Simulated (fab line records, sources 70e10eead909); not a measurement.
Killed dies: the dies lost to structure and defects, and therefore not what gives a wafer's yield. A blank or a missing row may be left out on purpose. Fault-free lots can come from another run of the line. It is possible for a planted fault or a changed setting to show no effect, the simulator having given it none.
Matching of chambers :: flow nand-harc :: pecvd-01 running NHARC_A_STAIRCASE_DEP_325: 3 sister chambers
The step deposits SiO2, target thk 3800 nm. 22 wafers are shown with their chamber, then 11 later ones without.

## WAFERS PAIRED WITH THEIR CHAMBERS
wafer: L075.1
chamber: 1
mfc-precursor-sccm (sccm): 199.4
susceptor-temp-C (C): 400.09
heater-power-w (W): 768

wafer: L075.2
chamber: 2
mfc-precursor-sccm (sccm): 199.1
susceptor-temp-C (C): 399.71
heater-power-w (W): 799

wafer: L075.5
chamber: 2
mfc-precursor-sccm (sccm): 199.4
susceptor-temp-C (C): 399.67
heater-power-w (W): 711

wafer: L074.1
chamber: 2
mfc-precursor-sccm (sccm): 199.8
susceptor-temp-C (C): 399.80
heater-power-w (W): 716

wafer: L074.4
chamber: 0
mfc-precursor-sccm (sccm): 200.0
susceptor-temp-C (C): 399.97
heater-power-w (W): 686

wafer: L074.6
chamber: 1
mfc-precursor-sccm (sccm): 200.1
susceptor-temp-C (C): 400.29
heater-power-w (W): 657

wafer: L078.1
chamber: 1
mfc-precursor-sccm (sccm): 200.6
susceptor-temp-C (C): 399.70
heater-power-w (W): 659

wafer: L078.2
chamber: 2
mfc-precursor-sccm (sccm): 199.6
susceptor-temp-C (C): 400.12
heater-power-w (W): 698

wafer: L078.3
chamber: 0
mfc-precursor-sccm (sccm): 200.3
susceptor-temp-C (C): 399.90
heater-power-w (W): 778

wafer: L079.2
chamber: 0
mfc-precursor-sccm (sccm): 200.7
susceptor-temp-C (C): 400.36
heater-power-w (W): 859

wafer: L079.4
chamber: 0
mfc-precursor-sccm (sccm): 200.4
susceptor-temp-C (C): 400.14
heater-power-w (W): 698

wafer: L079.6
chamber: 1
mfc-precursor-sccm (sccm): 200.2
susceptor-temp-C (C): 400.14
heater-power-w (W): 651

wafer: L081.1
chamber: 2
mfc-precursor-sccm (sccm): 199.7
susceptor-temp-C (C): 399.86
heater-power-w (W): 861

wafer: L081.2
chamber: 1
mfc-precursor-sccm (sccm): 199.8
susceptor-temp-C (C): 400.02
heater-power-w (W): 791

wafer: L081.6
chamber: 0
mfc-precursor-sccm (sccm): 200.1
susceptor-temp-C (C): 399.96
heater-power-w (W): 696

wafer: L084.3
chamber: 1
mfc-precursor-sccm (sccm): 200.3
susceptor-temp-C (C): 400.05
heater-power-w (W): 747

wafer: L084.5
chamber: 0
mfc-precursor-sccm (sccm): 199.3
susceptor-temp-C (C): 399.79
heater-power-w (W): 706

wafer: L084.6
chamber: 1
mfc-precursor-sccm (sccm): 200.2
susceptor-temp-C (C): 400.34
heater-power-w (W): 656

wafer: L086.1
chamber: 0
mfc-precursor-sccm (sccm): 199.6
susceptor-temp-C (C): 399.96
heater-power-w (W): 863

wafer: L086.2
chamber: 2
mfc-precursor-sccm (sccm): 199.4
susceptor-temp-C (C): 399.95
heater-power-w (W): 829

wafer: L086.4
chamber: 2
mfc-precursor-sccm (sccm): 199.9
susceptor-temp-C (C): 400.12
heater-power-w (W): 701

wafer: L085.1
chamber: 1
mfc-precursor-sccm (sccm): 200.2
susceptor-temp-C (C): 400.29
heater-power-w (W): 774

SIGNATURES, as means of the wafers listed above
reading: mfc-precursor-sccm
chamber 0: 200.057
chamber 1: 200.100
chamber 2: 199.557
scatter within a chamber: 0.379

reading: susceptor-temp-C
chamber 0: 400.0114
chamber 1: 400.1150
chamber 2: 399.8900
scatter within a chamber: 0.193

reading: heater-power-w
chamber 0: 755.14
chamber 1: 712.88
chamber 2: 759.29
scatter within a chamber: 69.7
Rule: distance of a wafer from a chamber = root of the sum over the readings of ((wafer's reading minus chamber's mean) / reading's scatter) squared. If the next closest chamber is less than 2 further off than the closest, the wafer can't be placed; otherwise it belongs to the closest. The scatter: the root of (the sum of the squares of (reading less its chamber's mean) over the shown wafers, divided by (wafers less chambers)).

## WAFERS WITH NO CHAMBER GIVEN
wafer: L085.3
mfc-precursor-sccm (sccm): 199.4
susceptor-temp-C (C): 399.79
heater-power-w (W): 745

wafer: L085.5
mfc-precursor-sccm (sccm): 200.7
susceptor-temp-C (C): 400.18
heater-power-w (W): 666

wafer: L088.1
mfc-precursor-sccm (sccm): 200.9
susceptor-temp-C (C): 400.18
heater-power-w (W): 803

wafer: L088.3
mfc-precursor-sccm (sccm): 200.4
susceptor-temp-C (C): 400.35
heater-power-w (W): 839

wafer: L088.4
mfc-precursor-sccm (sccm): 200.0
susceptor-temp-C (C): 400.07
heater-power-w (W): 661

wafer: L091.1
mfc-precursor-sccm (sccm): 199.8
susceptor-temp-C (C): 399.73
heater-power-w (W): 731

wafer: L091.2
mfc-precursor-sccm (sccm): 200.1
susceptor-temp-C (C): 399.83
heater-power-w (W): 727

wafer: L091.3
mfc-precursor-sccm (sccm): 199.8
susceptor-temp-C (C): 400.06
heater-power-w (W): 884

wafer: L092.1
mfc-precursor-sccm (sccm): 201.0
susceptor-temp-C (C): 400.00
heater-power-w (W): 862

wafer: L092.4
mfc-precursor-sccm (sccm): 200.2
susceptor-temp-C (C): 399.78
heater-power-w (W): 709

wafer: L092.5
mfc-precursor-sccm (sccm): 200.1
susceptor-temp-C (C): 399.62
heater-power-w (W): 656

## EACH ONE'S CHAMBER
wafer: L085.3
from the rows above: can't be placed: 2 or 0 or 1
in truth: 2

wafer: L085.5
from the rows above: can't be placed: 1 or 0 or 2
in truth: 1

wafer: L088.1
from the rows above: can't be placed: 0 or 1 or 2
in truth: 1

wafer: L088.3
from the rows above: can't be placed: 0 or 1 or 2
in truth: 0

wafer: L088.4
from the rows above: can't be placed: 1 or 0 or 2
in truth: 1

wafer: L091.1
from the rows above: can't be placed: 2 or 0 or 1
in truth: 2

wafer: L091.2
from the rows above: can't be placed: 0 or 1 or 2
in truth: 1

wafer: L091.3
from the rows above: can't be placed: 0 or 2 or 1
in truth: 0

wafer: L092.1
from the rows above: can't be placed: 0 or 1 or 2
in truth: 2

wafer: L092.4
from the rows above: can't be placed: 0 or 1 or 2
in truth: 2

wafer: L092.5
from the rows above: can't be placed: 0 or 2 or 1
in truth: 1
0 of 11 placed correctly. From these rows, 11 cannot be placed; in 11 the true chamber is one of the candidates. 0 placed wrongly.
